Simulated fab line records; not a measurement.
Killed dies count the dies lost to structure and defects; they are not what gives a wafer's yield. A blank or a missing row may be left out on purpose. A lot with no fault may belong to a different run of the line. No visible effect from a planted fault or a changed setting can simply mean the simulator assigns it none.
Chamber matching ; flow n5Finfet ; N5_HKMG_FIN_ETCH_58 on rieDiel-03: 4 sister chambers
The step etches SOC in N2/H2, target depth 215.8 nm, time 741 s. 4 wafers are shown with their chamber, then 12 later ones without.

## WAFERS PAIRED WITH THEIR CHAMBERS
wafer;chamber;drypumpMotorCurrentA (A)
L085.5;3;6.3
L087.1;1;5.2
L087.3;2;5.3
L087.6;0;5.7

## WAFERS WHOSE CHAMBER IS MISSING
wafer;drypumpMotorCurrentA (A)
L092.3;5.3
L092.4;5.7
L092.6;5.7
L093.1;5.3
L093.2;6.3
L093.3;5.2
L093.4;5.6
L093.5;5.4
L093.6;5.2
L097.2;6.3
L097.4;5.2
L097.5;6.3

## WHICH CHAMBER EACH WENT THROUGH
wafer;from the rows above;in truth
L092.3;2;2
L092.4;0;0
L092.6;0;0
L093.1;2;2
L093.2;3;3
L093.3;1;1
L093.4;0;0
L093.5;2;2
L093.6;1;1
L097.2;3;3
L097.4;1;1
L097.5;3;3
Correctly placed: 12 of 12. Number that these rows cannot place: 0. 0 placed wrongly.
How it was worked out, from the rows above alone: a wafer's distance from a chamber is the root of the sum, over the readings, of the square of ((its reading less the chamber's mean) divided by the reading's scatter). The wafer belongs to the nearest chamber; if the next one is less than 2 further off, it can't be placed. A chamber's mean is the mean of its shown wafers. The scatter (one wafer shown for each chamber): square how far every hidden wafer sits from the nearest shown wafer, average those squares and take the square root.
